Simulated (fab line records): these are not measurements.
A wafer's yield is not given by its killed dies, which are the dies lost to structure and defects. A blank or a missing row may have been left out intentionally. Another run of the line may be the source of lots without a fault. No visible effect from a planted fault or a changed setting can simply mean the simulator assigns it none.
The tool behind it: which one? | flow nand harc | Sampling: 12 lots, 36 wafers, 4 of 1159 route steps

== WHAT THE GAUGES SHOWED, per wafer ==
NHARC_P_GATE_CD_MEAS_26 targets a cd of 120 nm.
lot  | measured     | on        | cd nm (nm)
L204 | day 4 16:35  | cd sem-01 | 120.8 120.4 120.5
L205 | day 4 16:45  | cd sem-02 | 120.3 120.0 119.5
L207 | day 5 06:32  | cd sem-01 | 118.6 119.2 119.3
L208 | day 5 17:11  | cd sem-01 | 119.7 119.5 120.0
L210 | day 6 10:26  | cd sem-01 | 119.4 119.2 119.1
L212 | day 6 18:51  | cd sem-02 | 118.8 119.0 119.2
L213 | day 7 01:25  | cd sem-03 | 119.1 120.1 119.6
L215 | day 7 22:56  | cd sem-02 | 185.1 185.9 186.2 185.5 185.6 185.8
L216 | day 7 21:37  | cd sem-03 | 120.4 120.3 120.6
L217 | day 7 23:11  | cd sem-01 | 120.8 119.8 120.3
L220 | day 8 11:49  | cd sem-01 | 186.1 186.2 185.6 185.5 186.3 185.5
L227 | day 10 05:47 | cd sem-01 | 119.6 119.6 119.7

== WHICH TOOL RAN EACH LOT (tool, then ch and the chambers of the sampled wafers, then the start) ==
lot  | NHARC_P_ZERO_WELL_DESCUM_13       | NHARC_P_ZERO_WELL_ETCH_63       | NHARC_P_GATE_PEB_24
L204 | rie diel-02 ch 0,1,3, day 1 13:23 | rie si-01 ch 0,1,3, day 1 13:39 | litho track-04 ch 0, day 4 16:31
L205 | rie diel-12 ch 0,1,2, day 1 19:26 | rie si-02 ch 0,1,2, day 1 19:43 | litho track-01 ch 0, day 4 16:40
L207 | rie diel-03 ch 0,2,3, day 2 07:25 | rie si-02 ch 0,1,2, day 2 07:42 | litho track-06 ch 0, day 5 06:28
L208 | rie diel-02 ch 0,2,3, day 2 13:23 | rie si-01 ch 0,3, day 2 13:38   | litho track-06 ch 0, day 5 17:07
L210 | rie diel-12 ch 1,2,3, day 3 01:24 | rie si-05 ch 0,2,3, day 3 01:40 | litho track-06 ch 0, day 6 10:20
L212 | rie diel-12 ch 0,2,3, day 3 13:23 | rie si-05 ch 0,2,3, day 3 13:40 | litho track-06 ch 0, day 6 18:46
L213 | rie diel-02 ch 0,1,3, day 3 19:28 | rie si-01 ch 0,1,3, day 3 19:46 | litho track-06 ch 0, day 7 01:20
L215 | rie diel-12 ch 1,3, day 4 07:24   | rie si-02 ch 0,3, day 4 07:39   | litho track-06 ch 0, day 7 22:51
L216 | rie diel-12 ch 2,3, day 4 13:18   | rie si-01 ch 0,3, day 4 13:34   | litho track-04 ch 0, day 7 21:32
L217 | rie diel-12 ch 0,2,3, day 4 19:24 | rie si-02 ch 0,1,3, day 4 19:40 | litho track-04 ch 0, day 7 23:07
L220 | rie diel-03 ch 1,3, day 5 13:24   | rie si-01 ch 0,1, day 5 13:42   | litho track-06 ch 0, day 8 11:44
L227 | rie diel-12 ch 0,1,2, day 7 07:28 | rie si-01 ch 0,1,3, day 7 07:43 | litho track-01 ch 0, day 10 05:43
- NHARC_P_ZERO_WELL_DESCUM_13: chemistry O2, time 3 s.
- NHARC_P_ZERO_WELL_ETCH_63: etches the open film in HBr/Cl2, target depth 120 nm, time 40.1 s.
- NHARC_P_GATE_PEB_24: peb time 65 s.

== AS READ BY THE TOOLS THEMSELVES (means over the sampled wafers that have a number; for cases with no such wafer, the mark the record gives instead) ==
NHARC_P_ZERO_WELL_DESCUM_13.
lot  | tool        | drypump motor current A (A) | oes product au (a.u.) | rf vpp V (V) | showerhead plenum p Torr (Torr) | throttle valve pct (%)
L204 | rie diel-02 | 5.9                         | 0.999                 | 57.3         | 1.94                            | 11.318
L205 | rie diel-12 | 5.7                         | 1.009                 | 57.9         | 1.86                            | 11.311
L207 | rie diel-03 | 6.0                         | 1.007                 | 58.1         | 1.91                            | 11.316
L208 | rie diel-02 | 5.7                         | 1.002                 | 57.9         | 1.95                            | 11.311
L210 | rie diel-12 | 5.5                         | 0.998                 | 57.8         | 1.89                            | 11.317
L212 | rie diel-12 | 5.9                         | 0.994                 | 56.7         | 1.86                            | 11.311
L213 | rie diel-02 | 5.9                         | 1.002                 | 58.7         | 1.94                            | 11.306
L215 | rie diel-12 | 5.5                         | 1.002                 | 58.7         | 1.94                            | 11.313
L216 | rie diel-12 | 5.7                         | 1.001                 | 58.1         | 1.89                            | 11.322
L217 | rie diel-12 | 5.9                         | 1.004                 | 57.4         | 1.86                            | 11.313
L220 | rie diel-03 | 5.4                         | 0.991                 | 59.0         | 1.98                            | 11.306
L227 | rie diel-12 | 5.7                         | 0.995                 | 56.7         | 1.86                            | 11.312

NHARC_P_ZERO_WELL_ETCH_63.
lot  | tool      | drypump motor current A (A) | oes product au (a.u.) | throttle valve pct (%)
L204 | rie si-01 | 5.4                         | 1.000                 | 26.405
L205 | rie si-02 | 6.1                         | 0.994                 | 26.407
L207 | rie si-02 | 6.0                         | 0.992                 | 26.405
L208 | rie si-01 | 5.4                         | 1.006                 | 26.408
L210 | rie si-05 | 6.2                         | 0.998                 | 26.400
L212 | rie si-05 | 6.2                         | 1.004                 | 26.406
L213 | rie si-01 | 5.4                         | 0.995                 | 26.408
L215 | rie si-02 | 6.2                         | 1.000                 | 26.418
L216 | rie si-01 | 5.3                         | 1.002                 | 26.403
L217 | rie si-02 | 6.2                         | 0.997                 | 26.413
L220 | rie si-01 | 5.3                         | 1.006                 | 26.411
L227 | rie si-01 | 5.4                         | 0.997                 | 26.416

NHARC_P_GATE_PEB_24.
lot  | tool           | heater power total W (W)
L204 | litho track-04 | 156.9
L205 | litho track-01 | 156.8
L207 | litho track-06 | 156.3
L208 | litho track-06 | 156.1
L210 | litho track-06 | 156.6
L212 | litho track-06 | 156.8
L213 | litho track-06 | 156.6
L215 | litho track-06 | 346.9
L216 | litho track-04 | 156.5
L217 | litho track-04 | 156.6
L220 | litho track-06 | 345.3
L227 | litho track-01 | 157.0

== THE ANSWER, worked out from the rows above alone ==
Rule: usual is defined by the lots themselves. Put in order of their means at a reading, lots are off if they are a third of the lots or fewer, leave a main group of 4 or more, and stand apart from it by a gap of 3 or more times the standard deviation of the main group's means; of several such gaps the widest counts. Not used: any main group whose means are identical at the precision the tables above print for the reading. A lot without any number at a reading at which 4 lots or more have one is off too. Where the step has rows for the other lots, those lots are counted as sound. The gauges are gone through in route order, then the tools' own readings, and for those a lot's mean is taken as printed above. At the first step where some lot is off, the reading lying furthest off is the one used; lots without a number count as furthest.
Off: L215, L220 (NHARC_P_GATE_CD_MEAS_26, cd nm). Main group: mean 119.7 nm, sd 0.53.
If a tool, at a process step before that reading, ran all the lots that are off and no sound lot after the first of them, it fits. The gauges at NHARC_P_GATE_CD_MEAS_26 aren't tried: what is off there is off at NHARC_P_GATE_PEB_24 too, on other tools, and a gauge's error can't cause that. One fits: NHARC_P_GATE_PEB_24 on litho track-06. Its last sound lot is L213 (day 7 01:20), its first lot that is off L215 (day 7 22:51): a fault that began between those two fits.
On the lots that are off, the tool's own readings at NHARC_P_GATE_PEB_24 differ by more than 5 times the standard deviation of the sound lots' means, which bears it out; heater power total W reads 346.1 W there versus 156.6 W on the sound lots.

== WHAT THE SIMULATOR HAD PUT IN ==
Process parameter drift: litho track-06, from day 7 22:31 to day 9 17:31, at NHARC_P_GATE_PEB_24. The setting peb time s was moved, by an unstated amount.
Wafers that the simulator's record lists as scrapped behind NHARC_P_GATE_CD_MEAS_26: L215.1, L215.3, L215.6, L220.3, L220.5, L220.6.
Shown lots that were struck: L215, L220. The rule given above showed the same thing.
